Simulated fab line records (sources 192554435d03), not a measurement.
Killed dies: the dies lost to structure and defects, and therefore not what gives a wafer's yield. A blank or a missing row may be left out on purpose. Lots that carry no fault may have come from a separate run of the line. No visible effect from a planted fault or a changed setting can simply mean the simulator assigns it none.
Split-lot experiment | flow n5_finfet | route with 1938 steps; 7 lots, 21 wafers read

== SPLIT DETAILS ==
At N5_WELL_APT_EXPOSE_05 (exposes mask NWELL, defocus 0 nm, target cd 200 nm), the setting dose_mj was moved away from the recipe's 20.3 on 9 of the 21 wafers read, by -5.7% to +7.0%. The other wafers ran this setting at the recipe's value.

== FROM THE SPLIT TO THE READING: what the file shows between them, 2 steps ==
- N5_WELL_APT_DEVELOP_07: develop time 45 s (also split here: develop_time_s)
- N5_WELL_APT_HARDBAKE_12: time 120 s

== THE READING ==
cd_nm at N5_WELL_APT_CD_MEAS_08, given in nm (cd target 200 nm). On this fab line, fault-free wafers typically give 199.7 nm with a standard deviation of 1.7 nm.

wafer  | tool, chamber at the split | dose_mj as run | against the recipe | cd_nm, nm | against lot-mates on the recipe
L074.3 | krf_scanner-01, 0          | 21.67          | +6.7%              | 210.3     | +11.3
L074.4 | krf_scanner-01, 0          | 20.3           | recipe             | 199.0     | -
L074.5 | krf_scanner-01, 0          | 21.67          | +6.7%              | 209.6     | +10.6
L076.1 | krf_scanner-02, 0          | 20.3           | recipe             | 199.5     | -
L076.4 | krf_scanner-02, 0          | 20.3           | recipe             | 198.4     | -
L076.6 | krf_scanner-02, 0          | 20.78          | +2.4%              | 200.6     | +1.7
L080.2 | krf_scanner-01, 0          | 20.3           | recipe             | 201.5     | -
L080.5 | krf_scanner-01, 0          | 20.3           | recipe             | 201.4     | -
L080.6 | krf_scanner-01, 0          | 20.3           | recipe             | 198.1     | -
L081.3 | krf_scanner-02, 0          | 20.3           | recipe             | 199.3     | -
L081.4 | krf_scanner-02, 0          | 19.29          | -5.0%              | 190.0     | -9.3
L081.6 | krf_scanner-02, 0          | 19.29          | -5.0%              | 192.4     | -6.9
L088.1 | krf_scanner-02, 0          | 20.3           | recipe             | 200.3     | -
L088.2 | krf_scanner-02, 0          | 20.3           | recipe             | 198.2     | -
L088.5 | krf_scanner-02, 0          | 20.3           | recipe             | 201.5     | -
L090.1 | krf_scanner-01, 0          | 19.14          | -5.7%              | 191.5     | -5.8
L090.4 | krf_scanner-01, 0          | 20.3           | recipe             | 197.3     | -
L090.6 | krf_scanner-01, 0          | 19.14          | -5.7%              | 189.8     | -7.5
L097.1 | krf_scanner-01, 0          | 20.3           | recipe             | 202.1     | -
L097.2 | krf_scanner-01, 0          | 21.72          | +7.0%              | 211.9     | +9.8
L097.5 | krf_scanner-01, 0          | 21.72          | +7.0%              | 212.2     | +10.1

FIT RESULTS
A straight line over all 21 wafers: cd_nm changes by +1.62 nm for each +1% of dose_mj; r = +0.97; the points scatter about the line by 1.5 nm.
The same after taking each lot's own level away (the mean of its wafers on the recipe; 21 wafers): +1.44 nm for each +1%; r = +0.98; scatter 1.3 nm.
Per that fit: largest dose_mj move, reading shift of 10 nm.
Across the lots, their own levels run from 197.30 to 202.10 nm, a range of 2.8 times the standard deviation given above.
In other words, the slope is changed by the lot-to-lot level; the two fits disagree.
Check: for one of the wafers moved furthest among these (+7.0%), held out of the fit, the line's prediction against its lot-mates is +10.3 nm. It came out at +9.8 nm against them.

== OTHER SPLITS APPLIED TO THESE WAFERS ==
Other splits were also applied to these wafers ahead of the reading. Each is held against what the fit with the lots' levels taken away leaves over:
other split on the same wafers        | wafers away from the commonest value | r with cd_nm (lot level and that fit taken away)
N5_ZERO_LAYER_EXPOSE_08 dose_mj       | 5                                    | +0.09
N5_ZERO_LAYER_PEB_09 peb_time_s       | as run: not given for these wafers   | -
N5_WELL_APT_DEVELOP_07 develop_time_s | 4                                    | -0.02

== THE WHOLE CHAIN: every reading that the file lists as answering this split, in the file's order ==
step                   | what it does             | reading                                                         | change (the file's fit)              | r (the file's)
N5_WELL_APT_CD_MEAS_08 | target cd 200 nm         | cd_nm                                                           | +1.43 nm for each +1% of the setting | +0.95
N5_WELL_APT_DESCUM_13  | chemistry O2, time 7.9 s | WELL_APT.cd_nm (the simulator's own value, which no gauge read) | +1.42 nm for each +1% of the setting | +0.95

== THE FILE'S OWN FIT ==
cd_nm changes by +1.43 nm for each +1% of dose_mj, r = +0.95.
